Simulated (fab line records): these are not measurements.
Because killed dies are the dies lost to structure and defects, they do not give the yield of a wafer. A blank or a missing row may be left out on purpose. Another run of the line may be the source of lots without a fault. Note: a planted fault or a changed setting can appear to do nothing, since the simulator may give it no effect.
Chamber matching | flow n5 finfet | N5_SDB_CMP_30 on cmp-01: 4 sister chambers
The step polishes, stops on poly-Si, t overpolish 1.54 s, target thk 30 nm. 7 wafers are shown with their chamber, then 7 later ones without.

WAFERS, EACH WITH ITS CHAMBER
wafer  | chamber | motor current A (A) | time to endpoint s (s)
L074.6 | 0       | 11.7                | 15
L075.6 | 1       | 13.0                | 13
L082.6 | 3       | 14.6                | 20
L088.5 | 3       | 13.7                | 19
L088.6 | 2       | 11.1                | 18
L091.1 | 2       | 10.7                | 14
L091.2 | 1       | 14.1                | 12

WAFERS WITHOUT THEIR CHAMBER
wafer  | motor current A (A) | time to endpoint s (s)
L091.4 | 13.9                | 15
L094.2 | 10.6                | 20
L094.3 | 13.0                | 19
L094.4 | 13.9                | 19
L095.2 | 10.9                | 20
L095.3 | 14.3                | 21
L095.5 | 12.6                | 21

EACH ONE'S CHAMBER
wafer  | from the rows above               | in truth
L091.4 | can't be placed: 1 or 3           | 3
L094.2 | can't be placed: 2 or 0           | 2
L094.3 | can't be placed: 3 or 0 or 1 or 2 | 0
L094.4 | 3                                 | 3
L095.2 | can't be placed: 2 or 0           | 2
L095.3 | 3                                 | 3
L095.5 | can't be placed: 3 or 0 or 2      | 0
Correctly placed: 2 of 7. Not placeable from these rows: 5 (in 5, the candidates include the true chamber). Placed wrongly: 0.
How it was worked out, from the rows above alone: a wafer's distance from a chamber is the root of the sum, over the readings, of the square of ((its reading less the chamber's mean) divided by the reading's scatter). If the next closest chamber is less than 2 further off than the closest, the wafer can't be placed; otherwise it belongs to the closest. A chamber's mean is the mean of its shown wafers. How the scatter is found: for the shown wafers, subtract from each reading the mean of its chamber, square and add these, divide the total by (wafers less chambers), then take the root.
